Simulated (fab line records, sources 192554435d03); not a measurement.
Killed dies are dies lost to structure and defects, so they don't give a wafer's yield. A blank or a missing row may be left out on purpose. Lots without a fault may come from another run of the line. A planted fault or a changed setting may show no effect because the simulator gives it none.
Chamber matching | flow n5_finfet | N5_BEOL_M0_SAQP_PECVD_03 on pecvd-04: 3 sister chambers
The step deposits SiCN from 3MS/NH3, target thk 12 nm, time 21.1 s. 6 wafers are shown with their chamber, then 8 later ones without.

WAFERS WITH THEIR CHAMBER
wafer  | chamber | throttle_valve_pct (%) | showerhead_plenum_p_Torr (Torr)
L081.2 | 0       | 9.7                    | 3.681
L081.5 | 2       | 8.7                    | 3.673
L084.2 | 1       | 9.7                    | 3.671
L084.3 | 2       | 8.6                    | 3.668
L084.5 | 1       | 9.8                    | 3.658
L091.2 | 0       | 9.7                    | 3.673

WAFERS WITHOUT THEIR CHAMBER
wafer  | throttle_valve_pct (%) | showerhead_plenum_p_Torr (Torr)
L091.3 | 8.5                    | 3.667
L091.4 | 8.9                    | 3.664
L093.2 | 9.0                    | 3.670
L093.4 | 8.8                    | 3.665
L093.5 | 9.8                    | 3.663
L094.1 | 9.5                    | 3.662
L094.4 | 9.7                    | 3.666
L094.6 | 9.6                    | 3.678

WHICH CHAMBER EACH WENT THROUGH
wafer  | from the rows above     | in truth
L091.3 | 2                       | 2
L091.4 | 2                       | 2
L093.2 | 2                       | 2
L093.4 | 2                       | 2
L093.5 | can't be placed: 1 or 0 | 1
L094.1 | can't be placed: 0 or 1 | 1
L094.4 | can't be placed: 1 or 0 | 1
L094.6 | can't be placed: 0 or 1 | 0
Placed correctly: 4 of 8. Can't be placed from these rows: 4 (the true chamber is among the candidates in 4). Placed wrongly: 0.
How it was worked out, from the rows above alone: a wafer's distance from a chamber is the root of the sum, over the readings, of the square of ((its reading less the chamber's mean) divided by the reading's scatter). The wafer belongs to the nearest chamber; if the next one is less than 2 further off, it can't be placed. A chamber's mean is the mean of its shown wafers. The scatter: the root of (the sum of the squares of (reading less its chamber's mean) over the shown wafers, divided by (wafers less chambers)).
